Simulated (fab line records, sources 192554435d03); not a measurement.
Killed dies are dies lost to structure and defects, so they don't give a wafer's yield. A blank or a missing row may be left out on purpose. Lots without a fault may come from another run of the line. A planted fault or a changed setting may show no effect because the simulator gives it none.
fab line records | flow n5_finfet
record lots=14 wafers=38 last_day=19
route steps=1938 shown BEOL_M4@1069 PASSIVATION@1905
lots that met no fault: from a run of the same line without faults
start_h: hours from the record's first day to the start of the lot's first wafer shown | wait_h: hours since the lot's step before | " the same as in the row above | L1.1+2: a row that stands for several wafers | - no value, or no start given | * or withheld: withheld | < > ~ a bound
route shown NAME@n: a module of which the file shows steps, and the number in the route of the first | usual: mean/standard deviation of fault-free wafers | same: alike in all rows | chamber/n: place in a boat | sites: the reading at each site | _std_site: their standard deviation | _edge_site: outer sites' mean less inner sites' | radius_mm: how far each site lies from the wafer's centre | mask NAME#n: copy n | behind: the tool/chamber that last shaped the wafer | hold: why the lot was held/for how many hours/how that ended | device: the transistor (n, p or np) that didn't switch | end of line: the same wafers' tests at the end of the route | a step without rows: its recipe alone | killed: dies lost to structure and defects at the first sort, not the wafer's yield | map: a wafer's dies, x killed, . not, _ none there
set.NAME: the setting as run; set.NAME@STEP: as run at that earlier step | model.NAME: the simulator's own value behind a step, which no gauge read
steps of the route over a sample of lots; a table a step, a row a wafer
services: from which hour (start_h, from the record's first day; less than 0 if before it) a tool's chamber was out of use, for how many hours, and why
## steps
# step N5_BEOL_M4_STRIP_36
# recipe chemistry=N2/H2 power_w=450 temp_c=40 pressure_mtorr=20 rf_frequency_hz=6e+07 overash_fraction=0.3 bias_power_w=7 h2_frac=0.5 n2_flow_sccm=200 h2_flow_sccm=200
# usual drypump_motor_current_A=5.5/0.41 oes_product_au=0.84/0.072 rf_vpp_V=59.0/1.5 showerhead_plenum_p_Torr=2.55/0.098 throttle_valve_pct=23.56/0.28
# columns lot.wafer tool chamber start_h wait_h drypump_motor_current_A oes_product_au rf_hours_counter_h rf_vpp_V showerhead_plenum_p_Torr throttle_valve_pct
L550.1 rie_diel-01 3 180.77 0.0 4.9 0.91 32 59.0 2.57 23.22
L550.2 " 1 " " 5.2 0.97 2 56.9 2.61 23.45
L550.6 " 2 " " 6.0 0.68 - 58.1 2.39 23.76
L549.2 rie_diel-04 3 180.98 0.0 5.9 0.94 9 57.3 2.71 23.82
L549.3 " 1 " " 6.5 0.87 51 57.9 2.47 24.08
L549.5 " 3 " " 5.9 0.94 - 60.0 2.71 23.78
L553.3 rie_diel-01 1 187.78 0.0 5.3 0.95 4 60.8 2.61 23.43
L553.5 " 1 " " 5.2 0.94 - 62.3 2.61 23.42
L551.3 rie_diel-04 3 198.64 0.0 5.9 0.91 16 58.0 2.71 23.82
L551.6 " 2 " " 5.4 0.81 - 59.5 2.55 23.17
L552.1 rie_diel-01 2 203.74 0.0 6.0 0.67 248 58.7 2.39 23.81
L552.5 " 1 " " 5.3 0.91 - 59.7 2.61 23.46
L554.1 rie_diel-03 1 204.61 0.0 5.3 0.89 43 59.7 2.68 23.21
L554.4 " 2 " " 5.6 0.75 130 58.4 2.45 23.77
L554.6 " 1 " " 5.3 0.89 - 61.1 2.68 23.23
L560.1 rie_diel-04 3 270.51 0.0 5.9 0.88 37 59.9 2.70 23.83
L560.4 " 0 " " 5.1 0.89 16 57.5 2.47 23.25
L563.2 rie_diel-01 2 278.23 0.0 6.0 0.94 16 60.0 2.70 23.84
L563.3 " 1 " " 5.2 0.87 37 60.9 2.60 23.47
L563.5 " 1 " " 5.2 0.87 - 57.4 2.60 23.45
L564.1 rie_diel-03 3 288.31 0.0 5.5 0.77 123 59.1 2.66 23.43
L564.3 " 0 " " 5.3 0.73 165 61.1 2.44 23.52
L564.4 " 1 " " 5.3 0.85 70 58.7 2.66 23.28
L568.2 rie_diel-01 3 293.80 0.0 5.0 0.84 72 59.3 2.55 23.29
L568.3 " 0 " " 5.5 0.84 55 56.9 2.46 23.63
L568.5 " 1 " " 5.2 0.85 - 62.1 2.60 23.47
L565.4 rie_diel-03 2 293.83 0.0 5.6 0.72 158 58.0 2.44 23.86
L565.5 " 2 " " 5.6 0.72 - 60.8 2.44 23.81
L565.6 " 1 " " 5.3 0.85 - 58.4 2.66 23.22
L570.1 rie_diel-04 3 303.15 0.0 5.9 0.85 49 59.3 2.69 23.88
L570.3 " 0 " " 5.1 0.87 28 58.6 2.46 23.26
L570.5 " 3 " " 5.8 0.86 - 58.7 2.69 23.86
L571.1 rie_diel-01 3 328.95 0.0 4.9 0.84 84 60.0 2.55 23.30
L571.5 " 0 " " 5.5 0.81 - 58.6 2.46 23.64
L571.6 " 3 " " 4.9 0.83 - 59.3 2.55 23.30
L572.1 rie_diel-01 3 341.61 0.0 5.0 0.82 89 57.6 2.55 23.31
L572.3 " 1 " " 5.2 0.84 58 59.0 2.59 23.55
L572.5 " 0 " " 5.4 0.81 - 59.8 2.46 23.67
# step N5_PASSIVATION_CD_MEAS_30
# recipe target_cd_nm=4000 landing_energy_ev=500 detector=se_inlens polarity=opening
# usual cd_nm=3999.5/1.8
# columns lot.wafer tool chamber start_h wait_h cd_nm
L550.1 cd_sem-02 0 286.22 - 3998.0
L550.2 " 0 " " 3997.6
L550.6 " 0 " " 3999.2
L549.2 cd_sem-01 0 299.04 - 3997.3
L549.3 " 0 " " 4000.4
L549.5 " 0 " " 3998.0
L551.3 cd_sem-01 0 302.56 - 4000.2
L551.6 " 0 " " 3998.5
L553.3 cd_sem-02 0 315.02 - 3999.4
L553.5 " 0 " " 3996.1
L552.1 cd_sem-02 0 318.76 - 3998.6
L552.5 " 0 " " 4002.7
L554.1 cd_sem-02 0 333.97 - 4000.4
L554.4 " 0 " " 4001.6
L554.6 " 0 " " 4001.6
L560.1 cd_sem-01 0 385.60 - 3999.2
L560.4 " 0 " " 3998.0
L563.2 cd_sem-01 0 387.05 - 4002.0
L563.3 " 0 " " 3999.7
L563.5 " 0 " " 4001.8
L564.1 cd_sem-01 0 397.34 - 4000.1
L564.3 " 0 " " 4002.9
L564.4 " 0 " " 3998.1
L568.2 cd_sem-02 0 404.31 - 3999.2
L568.3 " 0 " " 3999.6
L568.5 " 0 " " 4000.3
L565.4 cd_sem-02 0 415.56 - 3996.9
L565.5 " 0 " " 3995.9
L565.6 " 0 " " 3997.5
L570.1 cd_sem-01 0 430.38 - 3996.4
L570.3 " 0 " " 3998.5
L570.5 " 0 " " 3997.7
L571.1 cd_sem-02 0 439.63 - 3998.9
L571.5 " 0 " " 3999.2
L571.6 " 0 " " 3998.9
L572.1 cd_sem-03 0 459.78 - 3997.9
L572.3 " 0 " " 3997.5
L572.5 " 0 " " 3998.1
# step N5_PASSIVATION_OVL_MEAS_66
# recipe points_per_wafer=44
# usual PASS_OPEN_OVL=0/5.4
# columns lot.wafer tool chamber start_h wait_h PASS_OPEN_OVL[nm]
L550.1 overlay-01 0 288.15 0.0 5
L550.2 " 0 " " 8
L550.6 " 0 " " 6
L549.2 overlay-01 0 301.43 0.0 -6
L549.3 " 0 " " -5
L549.5 " 0 " " -6
L551.3 overlay-01 0 304.55 0.0 5
L551.6 " 0 " " -4
L553.3 overlay-02 0 317.07 0.0 5
L553.5 " 0 " " 5
L552.1 overlay-02 0 320.72 0.0 -4
L552.5 " 0 " " -2
L554.1 overlay-01 0 336.15 0.0 2
L554.4 " 0 " " -3
L554.6 " 0 " " -2
L560.1 overlay-01 0 387.49 0.0 9
L560.4 " 0 " " 11
L563.2 overlay-02 0 388.94 0.0 10
L563.3 " 0 " " 5
L563.5 " 0 " " 5
L564.1 overlay-01 0 399.24 0.0 -5
L564.3 " 0 " " -8
L564.4 " 0 " " 7
L568.2 overlay-02 0 406.20 0.0 -3
L568.3 " 0 " " 6
L568.5 " 0 " " -4
L565.4 overlay-01 0 417.32 0.0 -4
L565.5 " 0 " " 16
L565.6 " 0 " " -1
L570.1 overlay-01 0 432.87 0.0 -4
L570.3 " 0 " " -5
L570.5 " 0 " " 5
L571.1 overlay-01 0 441.81 0.0 0
L571.5 " 0 " " 0
L571.6 " 0 " " 4
L572.1 overlay-02 0 461.84 0.0 2
L572.3 " 0 " " 1
L572.5 " 0 " " 2
# step N5_PASSIVATION_PROBE_49
# usual defect_limited_yield=91.0/1.5 killed_at_M0_to_M3=35/11 killed_at_M4_up=13/5 killed_at_contacts=12/5.9 killed_at_front_end=42/13 killed_at_other=3/3.2 killed_dies=106/18 killed_open=69/13 killed_short=35/8.9 sort_bin_5_function=5.2/0.95 sort_bin_6_memory=3.3/0.71 sort_n_pass=1074/18 sort_yield_pct=91.0/1.5
# same gross_dies=1180 killed_at_back_side=0 sort_bin_4_leakage[%]=0 sort_bin_8_speed[%]=0
# columns lot.wafer tool chamber start_h wait_h defect_limited_yield[%] killed_at_M0_to_M3 killed_at_M4_up killed_at_contacts killed_at_front_end killed_at_other killed_dies killed_open killed_short sort_bin_5_function[%] sort_bin_6_memory[%] sort_n_pass sort_yield_pct[%]
L552.1 prober-01 - 323.83 0.0 91.4 32 9 10 48 3 102 64 38 4.8 3.5 1078 91.4
L552.5 prober-01 - 324.03 0.2 90.8 27 19 10 47 6 109 65 43 5.2 3.4 1071 90.8
L554.1 prober-02 - 339.87 0.0 93.3 15 11 7 42 4 79 55 22 4.3 2.3 1101 93.3
L554.4 prober-02 - 340.02 0.2 92.5 17 13 5 53 0 88 62 26 3.8 3.3 1092 92.5
L554.6 prober-02 - 340.12 0.3 91.1 24 15 12 53 1 105 68 35 5.8 3.1 1075 91.1
L563.2 prober-01 - 392.09 0.1 90.8 30 14 7 55 3 109 72 37 6.4 2.6 1071 90.8
L563.3 prober-01 - 392.14 0.1 91.0 28 13 8 47 10 106 75 28 4.8 3.5 1074 91.0
L563.5 prober-01 - 392.24 0.2 91.5 31 15 17 32 5 100 70 30 4.6 3.6 1080 91.5
L564.1 prober-02 - 402.34 0.0 78.1 21 164 19 51 4 259 76 24 14.1 4.3 921 78.1
L564.3 prober-02 - 402.44 0.1 83.7 29 117 7 32 7 192 48 28 9.0 3.1 988 83.7
L564.4 prober-02 - 402.49 0.2 81.0 33 143 16 29 3 224 60 26 9.9 5.1 956 81.0
L565.4 prober-02 - 420.57 0.2 78.5 36 168 15 34 1 254 60 32 14.6 3.9 926 78.5
L565.5 prober-02 - 420.62 0.2 79.8 50 152 9 26 1 238 64 30 12.0 4.7 942 79.8
L565.6 prober-02 - 420.67 0.3 78.4 43 158 12 42 0 255 67 33 13.5 4.2 925 78.4
# killed by level:class
L552.1 BEOL_M3:geometric_particle:open=10 SPACER0:geometric_particle:open=9 FIN_SAQP:geometric_particle:short=8 STI_FIN_REVEAL:geometric_particle:open=8 MOL_CONTACT_COAG:geometric_particle:open=7 BEOL_M2:geometric_particle:open=6 GATE_CUT:geometric_particle:short=5 STI_FIN_REVEAL:geometric_particle:short=4
L552.5 FIN_SAQP:geometric_particle:short=16 FIN_SAQP:geometric_particle:open=11 BEOL_M4:geometric_particle:open=8 MOL_CONTACT_COAG:geometric_particle:open=8 STI_FIN_REVEAL:geometric_particle:open=7 BEOL_M3:geometric_particle:short=6 BEOL_M0_SAQP:geometric_particle:short=4 BEOL_M0:geometric_particle:open=3
L554.1 STI_FIN_REVEAL:geometric_particle:open=10 FIN_SAQP:geometric_particle:open=9 FIN_SAQP:geometric_particle:short=8 GATE_CUT:geometric_particle:open=7 MOL_CONTACT_COAG:geometric_particle:open=5 BEOL_M3:geometric_particle:open=5 BEOL_M0_SAQP:geometric_particle:short=4 DUMMY_GATE:geometric_particle:open=3
L554.4 FIN_SAQP:geometric_particle:short=11 FIN_SAQP:geometric_particle:open=10 STI_FIN_REVEAL:geometric_particle:open=9 BEOL_M0_SAQP:geometric_particle:open=7 GATE_CUT:geometric_particle:short=5 MOL_CONTACT_COAG:geometric_particle:open=5 BEOL_M4:geometric_particle:open=5 BEOL_M2:geometric_particle:open=4
L554.6 STI_FIN_REVEAL:geometric_particle:open=14 FIN_SAQP:geometric_particle:open=12 MOL_CONTACT_COAG:geometric_particle:open=10 BEOL_M4:geometric_particle:open=8 BEOL_M0_SAQP:geometric_particle:short=7 GATE_CUT:geometric_particle:short=7 STI_FIN_REVEAL:geometric_particle:short=5 FIN_SAQP:geometric_particle:short=4
L563.2 FIN_SAQP:geometric_particle:open=18 FIN_SAQP:geometric_particle:short=8 DUMMY_GATE:geometric_particle:open=7 STI_FIN_REVEAL:geometric_particle:open=6 BEOL_M1:geometric_particle:open=6 BEOL_M6:geometric_particle:open=5 GATE_CUT:geometric_particle:short=5 MOL_CONTACT_COAG:geometric_particle:open=5
L563.3 FIN_SAQP:geometric_particle:open=18 BEOL_M3:geometric_particle:open=11 STI_FIN_REVEAL:geometric_particle:open=10 MOL_CONTACT_COAG:geometric_particle:open=6 FIN_SAQP:geometric_particle:short=5 BEOL_M0_SAQP:geometric_particle:short=5 BEOL_M4:geometric_particle:open=5 BEOL_M1:geometric_particle:open=4
L563.5 FIN_SAQP:geometric_particle:open=13 MOL_CONTACT_COAG:geometric_particle:open=13 BEOL_M4:geometric_particle:open=10 BEOL_M1:geometric_particle:open=7 BEOL_M3:geometric_particle:open=7 FIN_SAQP:geometric_particle:short=5 GATE_CUT:geometric_particle:short=4 MOL_CONTACT_COAG:geometric_particle:short=4
L564.1 BEOL_M4:unspecified=157 FIN_SAQP:geometric_particle:open=17 MOL_CONTACT_COAG:geometric_particle:open=17 FIN_SAQP:geometric_particle:short=8 DUMMY_GATE:geometric_particle:open=8 BEOL_M0_SAQP:geometric_particle:open=7 STI_FIN_REVEAL:geometric_particle:open=5 GATE_CUT:geometric_particle:open=4
L564.3 BEOL_M4:unspecified=108 BEOL_M3:geometric_particle:open=10 FIN_SAQP:geometric_particle:open=8 FIN_SAQP:geometric_particle:short=7 BEOL_M1:geometric_particle:open=6 MOL_CONTACT_COAG:geometric_particle:open=4 BEOL_M0_SAQP:geometric_particle:short=4 HKMG_FIN:area_etch=4
L564.4 BEOL_M4:unspecified=137 MOL_CONTACT_COAG:geometric_particle:open=12 STI_FIN_REVEAL:geometric_particle:open=7 BEOL_M3:geometric_particle:open=7 DUMMY_GATE:geometric_particle:open=6 BEOL_M2:geometric_particle:open=6 FIN_SAQP:geometric_particle:short=5 BEOL_M0_SAQP:geometric_particle:open=5
L565.4 BEOL_M4:unspecified=162 MOL_CONTACT_COAG:geometric_particle:open=13 FIN_SAQP:geometric_particle:open=11 BEOL_M0_SAQP:geometric_particle:open=10 BEOL_M1:geometric_particle:open=7 FIN_SAQP:geometric_particle:short=6 DUMMY_GATE:geometric_particle:open=6 BEOL_M0_SAQP:geometric_particle:short=5
L565.5 BEOL_M4:unspecified=144 BEOL_M0_SAQP:geometric_particle:open=18 BEOL_M0_SAQP:geometric_particle:short=11 BEOL_M3:geometric_particle:open=9 FIN_SAQP:geometric_particle:open=8 MOL_CONTACT_COAG:geometric_particle:open=7 FIN_SAQP:geometric_particle:short=4 STI_FIN_REVEAL:geometric_particle:open=4
L565.6 BEOL_M4:unspecified=150 FIN_SAQP:geometric_particle:open=14 FIN_SAQP:geometric_particle:short=12 BEOL_M3:geometric_particle:open=10 MOL_CONTACT_COAG:geometric_particle:open=9 BEOL_M0_SAQP:geometric_particle:short=7 BEOL_M0_SAQP:geometric_particle:open=6 BEOL_M1:geometric_particle:open=6
## services
# columns tool chamber start_h hours kind
rie_diel-04 2 165.85 1.5 repair
rie_diel-04 0 170.71 17.3 repair
rie_diel-01 3 183.63 4.1 repair
rie_diel-04 0 188.21 - clean
rie_diel-04 0 188.21 - consumable_replace:focus_ring
rie_diel-04 0 188.21 24.3 scheduled_down
rie_diel-04 0 188.21 24.3 vent_cycle
rie_diel-01 2 208.41 - clean
rie_diel-01 2 208.41 - consumable_replace:focus_ring
rie_diel-01 2 208.41 - consumable_replace:showerhead
rie_diel-01 2 208.41 16.5 scheduled_down
rie_diel-01 2 208.41 16.5 vent_cycle
rie_diel-01 2 246.55 8.5 repair
rie_diel-01 1 287.24 4.2 repair
rie_diel-03 3 307.29 5.7 repair
rie_diel-04 2 323.48 19.8 repair
## key
first_sign step=N5_PASSIVATION_PROBE_49 reading=killed_at_M4_up direction=up sigmas=27 usual=13 struck=150
effect step=N5_PASSIVATION_PROBE_49 reading=defect_limited_yield direction=down sigmas=7.3 usual=91.0 struck=79.9
more_kills_born_at N5_BEOL_M4_STRIP_36@rie_diel-03=858
met_at N5_BEOL_M4_STRIP_36
struck_lots L564,L565
not_acting_at N5_PASSIVATION_CD_MEAS_30,N5_PASSIVATION_OVL_MEAS_66
onset_between 204.61 288.31
fault kind=chamber_particle_source tool=rie_diel-03 chamber=- onset_h=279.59 steps=N5_BEOL_M4_STRIP_36 rate_per_visit_cm2=1.592 end_h=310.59
